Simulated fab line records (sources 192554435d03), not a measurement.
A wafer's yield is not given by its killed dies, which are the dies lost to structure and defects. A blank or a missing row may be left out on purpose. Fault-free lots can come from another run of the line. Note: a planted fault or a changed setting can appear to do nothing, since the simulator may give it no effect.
A lot that was struck, set against a sound lot    flow n5_finfet    26 out of 1938 route steps
Sound: wafers L336.2, L336.3, L336.6. The struck wafers were L335.1, L335.2, L335.6. The cause is given at the end.
At each step with rows: each side's tool, then ch and its chambers, then its first start. Under that, the readings that differ: sound wafers    struck wafers    difference of the means    sigmas: that difference in standard deviations of wafers without a fault.
alike: readings with means less than 2 such deviations apart, plus words and numbers identical on both sides. not compared: withheld readings, readings lacking a value on some wafer, bounds such as >300 that could conceal the same value, and numbers that have no deviation in the record and whose values overlap.
The two part at a step that has a row with sigmas, a row that says differs or no value, or rows on one side only. Non-overlapping numbers with no deviation appear without sigmas and do not part them. A reading that every wafer of one side lacks parts them only if that side has two wafers or more.

first, 11 steps without rows for these wafers: N5_GATE_CUT_CUT_ETCH_55 (etches HfO2 in BCl3, target depth 3.2 nm); N5_GATE_CUT_ETCH_47 (etches SiO2 in Cl2/BCl3, target depth 10 nm); N5_GATE_CUT_VAPOR_ETCH_48 (etches TiN in BCl3/Cl2); N5_GATE_CUT_VAPOR_ETCH_49 (etches TiAlC in BCl3/Cl2); N5_GATE_CUT_VAPOR_ETCH_51 (etches HfO2 in BCl3/Cl2); N5_GATE_CUT_STRIP_21 (strips in N2/H2, time 30 s); N5_GATE_CUT_STRIP_29 (strips in post etch residue remover, time 60 s); N5_GATE_CUT_SRD_52 (time 30 s); N5_GATE_CUT_ALD_22 (deposits SiNx, target thk 16 nm, pulse time 1 s, ald cycles 320); N5_GATE_CUT_CMP_23 (polishes, stops on SiO2, t overpolish 23.4 s, target thk 16 nm); N5_GATE_CUT_CMP_43 (polishes SiO2).
N5_GATE_CUT_CMP_61: polishes, stops on SiNx, t overpolish 3 s.
  sound on cmp-04 ch 0,1,2, day 6 01:14; struck on cmp-02 ch 0,1,2, day 5 18:38
  alike: motor_current_A, slurry_flow_ml_min
N5_GATE_CUT_INSPECT_26: inspects for defects (darkfield).
  sound on defect_inspect-02, day 6 01:28; struck on defect_inspect-02, day 5 18:50
reading           sound     struck       difference  sigmas
raw_defect_count  19 41 32  556 494 477  +478        +30
then, 9 steps without rows for these wafers: N5_MOL_CONTACT_COAG_COAT_103 (time 60 s, resist thk 80 nm); N5_MOL_CONTACT_COAG_COAT_104 (time 60 s, resist thk 12 nm); N5_MOL_CONTACT_COAG_COAT_58 (time 60 s, resist thk 10 nm); N5_MOL_CONTACT_COAG_COAT_02 (resist thk 30 nm); N5_MOL_CONTACT_COAG_EBR_04; N5_MOL_CONTACT_COAG_SOFTBAKE_03 (time 60 s); N5_MOL_CONTACT_COAG_EXPOSE_05 (exposes mask CA, defocus 0 nm); N5_MOL_CONTACT_COAG_PEB_06 (peb time 60 s); N5_MOL_CONTACT_COAG_DEVELOP_07 (develop time 30 s).
N5_MOL_CONTACT_COAG_INSPECT_10: inspects for defects (brightfield).
  sound on defect_inspect-02, day 6 01:51; struck on defect_inspect-02, day 5 19:13
reading           sound     struck       difference  sigmas
raw_defect_count  60 64 59  562 513 498  +463        +17
then, 1 step without rows for these wafers: N5_MOL_CONTACT_COAG_DESCUM_13 (chemistry O2, time 7 s).
-- record jumps: 3 days separate the struck wafers' starts on either side; left off in module MOL_CONTACT_COAG, taken up again in module BEOL_M4, whose first shown step is the route's number 1111 --
N5_BEOL_M4_RC_MEAS_101:
  sound on prober-02 ch 0, day 9 01:12; struck on prober-01 ch 0, day 9 00:40
  alike: DIBL_N, DIBL_P, IOFF_N, IOFF_P, ION_N, ION_P, SS_N, SS_P, VT_N, VT_P
-- record jumps: 4 days separate the struck wafers' starts on either side; left off in module BEOL_M4, taken up again in module PASSIVATION, whose first shown step is the route's number 1936 --
N5_PASSIVATION_PROBE_49:
  sound on prober-01, day 13 05:29; struck on prober-02, day 13 05:26
reading                   sound           struck          difference  sigmas
defect_limited_yield (%)  91.6 91.7 92.6  58.9 63.0 62.9  -30.4       -23
killed_at_front_end       28 30 19        434 386 386     +376        +34
killed_dies               99 98 87        485 437 438     +359        +24
killed_on_rim             21 14 15        65 59 52        +42         +11
sort_bin_5_function (%)   4.7 4.5 4.0     25.8 21.4 23.7  +19.2       +22
sort_bin_6_memory (%)     3.1 3.6 3.1     12.9 12.5 11.2  +8.9        +14
sort_n_pass               1081 1082 1093  695 743 742     -359        -24
sort_yield_pct (%)        91.6 91.7 92.6  58.9 63.0 62.9  -30.4       -23
  alike: killed_at_M0_to_M3, killed_at_M4_up, killed_at_contacts, killed_at_other, killed_open, killed_short, sort_bin_8_speed

## WHERE THEY PART
Last at N5_PASSIVATION_PROBE_49 as far as this record goes, first at N5_GATE_CUT_INSPECT_26.

WHY: what had been put in by the simulator
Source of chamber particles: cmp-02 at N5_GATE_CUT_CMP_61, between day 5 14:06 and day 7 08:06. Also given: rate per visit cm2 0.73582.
